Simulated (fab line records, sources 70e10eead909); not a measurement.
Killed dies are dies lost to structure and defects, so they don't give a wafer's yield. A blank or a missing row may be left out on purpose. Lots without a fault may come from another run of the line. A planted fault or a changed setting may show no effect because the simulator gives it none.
Which tool did it? | flow nand_harc | 10 lots, 30 wafers sampled, at 8 steps of a route of 1159

WHAT THE GAUGES READ, wafer by wafer
NHARC_P_STI_CD_MEAS_09: target cd 200 nm.
lot  | measured    | on        | cd_nm (nm)
L801 | day 2 09:44 | cd_sem-01 | 196.6 195.9 198.6
L803 | day 3 03:25 | cd_sem-01 | 196.0 197.4 196.2
L805 | day 3 10:59 | cd_sem-03 | 202.1 199.2 198.1
L806 | day 3 18:00 | cd_sem-01 | 200.4 197.7 198.7
L810 | day 4 19:01 | cd_sem-02 | 197.9 199.0 198.2
L815 | day 6 01:53 | cd_sem-03 | 63.1 64.8 63.4
L817 | day 6 14:10 | cd_sem-01 | 103.8 100.9 100.2
L818 | day 6 14:20 | cd_sem-02 | 198.7 198.7 199.8
L819 | day 7 01:38 | cd_sem-03 | 199.4 201.9 200.8
L822 | day 7 17:06 | cd_sem-01 | 200.4 199.7 198.6

NHARC_P_STI_CD_MEAS_16.
lot  | measured    | on        | cd_nm (nm)
L801 | day 2 10:26 | cd_sem-02 | 195.6 194.8 198.0
L803 | day 3 04:07 | cd_sem-01 | 196.4 198.1 196.2
L805 | day 3 11:41 | cd_sem-01 | 200.8 198.7 198.4
L806 | day 3 18:42 | cd_sem-03 | 199.2 196.5 198.6
L810 | day 4 19:43 | cd_sem-02 | 196.5 197.9 198.8
L815 | day 6 02:35 | cd_sem-01 | 62.4 65.0 62.6
L817 | day 6 14:52 | cd_sem-01 | 104.0 100.9 99.7
L818 | day 6 15:02 | cd_sem-01 | 198.1 198.9 199.7
L819 | day 7 02:20 | cd_sem-03 | 197.5 200.8 201.3
L822 | day 7 17:48 | cd_sem-02 | 198.7 198.1 197.9

NHARC_P_STI_OCD_MEAS_17.
lot  | measured    | on     | trench_foot_cd_nm (nm)
L801 | day 2 10:31 | ocd-01 | 155.2 153.4 156.4
L803 | day 3 04:13 | ocd-01 | 153.9 155.7 154.3
L805 | day 3 11:46 | ocd-02 | 160.4 156.7 156.2
L806 | day 3 18:47 | ocd-02 | 158.0 155.6 156.4
L810 | day 4 19:48 | ocd-02 | 155.7 156.4 156.2
L815 | day 6 02:40 | ocd-01 | 21.3 23.6 21.1
L817 | day 6 14:58 | ocd-01 | 61.8 59.2 57.5
L818 | day 6 15:08 | ocd-02 | 156.9 156.2 157.4
L819 | day 7 02:26 | ocd-02 | 156.9 160.1 158.6
L822 | day 7 17:53 | ocd-01 | 157.4 157.6 156.4

NHARC_END_SORT_01.
lot  | measured     | on        | killed_at_array | killed_at_other | killed_at_periphery | killed_dies | killed_open | killed_short
L815 | day 23 15:14 | prober-01 | 32 32 32        | 0 0 0           | 645 645 645         | 677 677 677 | 5 2 3       | 2 0 3
L817 | day 23 21:16 | prober-02 | 35 23 29        | 1 0 3           | 641 654 645         | 677 677 677 | 2 2 3       | 2 0 0

WHICH TOOL RAN EACH LOT (tool, then ch and the chambers of the sampled wafers, then the start)
lot  | NHARC_P_STI_EXPOSE_06            | NHARC_P_STI_CMP_21           | NHARC_P_GATE_DESCUM_13            | NHARC_P_GATE_ETCH_32
L801 | krf_scanner-04 ch 0, day 2 09:35 | cmp-02 ch 0,1,2, day 3 04:26 | rie_diel-13 ch 2,3, day 4 00:18   | rie_si-02 ch 1,2, day 4 14:58
L803 | krf_scanner-04 ch 0, day 3 03:16 | cmp-03 ch 1,2,3, day 4 00:10 | rie_diel-13 ch 1,2,3, day 4 17:22 | rie_si-03 ch 0,1,2, day 5 10:08
L805 | krf_scanner-04 ch 0, day 3 10:49 | cmp-03 ch 0,2, day 4 07:58   | rie_diel-05 ch 1,2, day 5 04:11   | rie_si-02 ch 0,2, day 5 20:22
L806 | krf_scanner-04 ch 0, day 3 17:51 | cmp-02 ch 1,2,3, day 4 13:10 | rie_diel-06 ch 0,1,3, day 5 04:01 | rie_si-03 ch 0,1,3, day 5 21:00
L810 | krf_scanner-04 ch 0, day 4 18:53 | cmp-01 ch 0,1,2, day 5 14:55 | rie_diel-06 ch 0,2,3, day 6 10:56 | rie_si-03 ch 2,3, day 7 04:55
L815 | krf_scanner-02 ch 0, day 6 01:44 | cmp-02 ch 0,2,3, day 6 19:46 | -                                 | -
L817 | krf_scanner-02 ch 0, day 6 14:01 | cmp-01 ch 0,1, day 7 09:05   | -                                 | -
L818 | krf_scanner-04 ch 0, day 6 14:11 | cmp-02 ch 1,2, day 7 09:05   | rie_diel-06 ch 1,3, day 8 04:32   | rie_si-03 ch 0,2,3, day 8 19:27
L819 | krf_scanner-04 ch 0, day 7 01:29 | cmp-02 ch 0,1,2, day 8 01:55 | rie_diel-06 ch 2,3, day 8 21:09   | rie_si-03 ch 0,1, day 9 13:04
L822 | krf_scanner-03 ch 0, day 7 16:57 | cmp-01 ch 1,2, day 8 09:49   | rie_diel-06 ch 1,2, day 9 02:56   | rie_si-03 ch 2,3, day 9 18:45
- NHARC_P_STI_EXPOSE_06: exposes mask P STI, target cd 200 nm.
- NHARC_P_STI_CMP_21: polishes, t overpolish 20 s, target thk 380.67 nm.
- NHARC_P_GATE_DESCUM_13: chemistry O2, time 3 s.
- NHARC_P_GATE_ETCH_32: etches the open film in HBr/Cl2, target depth 150 nm, time 100.1 s.

WHAT THE TOOLS THEMSELVES READ (means of the sampled wafers that have a number; where no wafer has one, the mark that the record gives instead)
NHARC_P_STI_EXPOSE_06.
lot  | tool           | exposure_dose_mJ_cm2
L801 | krf_scanner-04 | 37.66
L803 | krf_scanner-04 | 37.64
L805 | krf_scanner-04 | 37.65
L806 | krf_scanner-04 | 37.63
L810 | krf_scanner-04 | 37.70
L815 | krf_scanner-02 | 20.40
L817 | krf_scanner-02 | 23.91
L818 | krf_scanner-04 | 37.65
L819 | krf_scanner-04 | 37.71
L822 | krf_scanner-03 | 37.66

NHARC_P_STI_CMP_21.
lot  | tool   | motor_current_A (A) | overpolish_run_s (s) | pad_life_wafers
L801 | cmp-02 | 12.5                | 20.003               | 80
L803 | cmp-03 | 12.5                | 19.995               | 67
L805 | cmp-03 | 13.4                | 19.999               | 79
L806 | cmp-02 | 11.5                | 20.001               | 224
L810 | cmp-01 | 11.9                | 19.995               | 135
L815 | cmp-02 | 11.9                | 19.998               | 44
L817 | cmp-01 | 11.1                | 19.999               | 354
L818 | cmp-02 | 12.0                | 20.002               | 114
L819 | cmp-02 | 12.5                | 20.005               | 182
L822 | cmp-01 | 12.3                | 20.014               | 481

NHARC_P_GATE_DESCUM_13.
lot  | tool        | drypump_motor_current_A (A) | oes_product_au (a.u.) | rf_vpp_V (V) | showerhead_plenum_p_Torr (Torr) | throttle_valve_pct (%)
L801 | rie_diel-13 | 6.2                         | 1.001                 | 58.9         | 1.99                            | 11.307
L803 | rie_diel-13 | 6.1                         | 0.992                 | 57.7         | 1.95                            | 11.315
L805 | rie_diel-05 | 5.7                         | 1.001                 | 58.3         | 1.97                            | 11.309
L806 | rie_diel-06 | 5.8                         | 1.000                 | 58.5         | 1.90                            | 11.316
L810 | rie_diel-06 | 5.6                         | 0.993                 | 59.0         | 1.98                            | 11.314
L818 | rie_diel-06 | 6.2                         | 1.003                 | 57.8         | 1.94                            | 11.309
L819 | rie_diel-06 | 5.6                         | 0.999                 | 58.1         | 2.02                            | 11.304
L822 | rie_diel-06 | 5.3                         | 0.994                 | 57.8         | 1.87                            | 11.305

NHARC_P_GATE_ETCH_32.
lot  | tool      | bias_w (W) | drypump_motor_current_A (A) | hbr_flow_sccm (sccm) | oes_product_au (a.u.) | throttle_valve_pct (%)
L801 | rie_si-02 | 99.7       | 5.7                         | 150.3                | 1.003                 | 26.401
L803 | rie_si-03 | 99.6       | 5.7                         | 150.3                | 1.005                 | 26.404
L805 | rie_si-02 | 99.9       | 5.5                         | 150.0                | 1.005                 | 26.414
L806 | rie_si-03 | 99.9       | 5.9                         | 150.2                | 0.998                 | 26.404
L810 | rie_si-03 | 100.2      | 6.4                         | 150.3                | 1.003                 | 26.402
L818 | rie_si-03 | 99.8       | 6.2                         | 149.9                | 1.009                 | 26.401
L819 | rie_si-03 | 100.1      | 5.4                         | 150.4                | 1.011                 | 26.410
L822 | rie_si-03 | 99.9       | 6.4                         | 150.0                | 1.010                 | 26.397

THE ANSWER, worked out from the rows above alone
Rule: what is usual is taken from the lots themselves. Put in order of their means at a reading, lots are off if they are a third of the lots or fewer, leave a main group of 4 or more, and stand apart from it by a gap of 3 or more times the standard deviation of the main group's means; of several such gaps the widest counts. A main group whose means are all the same, to the digits that the tables above print for the reading, isn't used. A lot without any number at a reading at which 4 lots or more have one is off too. The other lots that the step has rows for count as sound. The gauges are gone through in route order, then the tools' own readings, and for those a lot's mean is taken as printed above. The first step at which some lot is off is used, and at that step the reading that is off furthest; a lot without a number counts as furthest.
Off: L815, L817, at NHARC_P_STI_CD_MEAS_09 (cd_nm). The main group: mean 198.8 nm, standard deviation 1.3.
A tool fits if, at a process step before that reading, it ran every lot that is off, and no sound lot after the first of them. The gauges at NHARC_P_STI_CD_MEAS_09 aren't tried: what is off there is off at NHARC_P_STI_OCD_MEAS_17 too, on other tools, and a gauge's error can't cause that. One fits: krf_scanner-02 at NHARC_P_STI_EXPOSE_06. It ran no sound lot before its first lot that is off in this sample, so the start can't be narrowed down.
The tool's own readings at NHARC_P_STI_EXPOSE_06 bear it out: on the lots that are off they differ by more than 5 times the standard deviation of the sound lots' means. exposure_dose_mJ_cm2 reads 22.16 there against 37.66 on the sound lots.

WHAT THE SIMULATOR HAD PUT IN
Process parameter drift: krf_scanner-02, from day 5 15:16 on, at NHARC_P_STI_EXPOSE_06. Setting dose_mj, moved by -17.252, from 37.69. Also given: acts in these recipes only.
Lots struck among those shown: L815, L817. The rule above found the same.
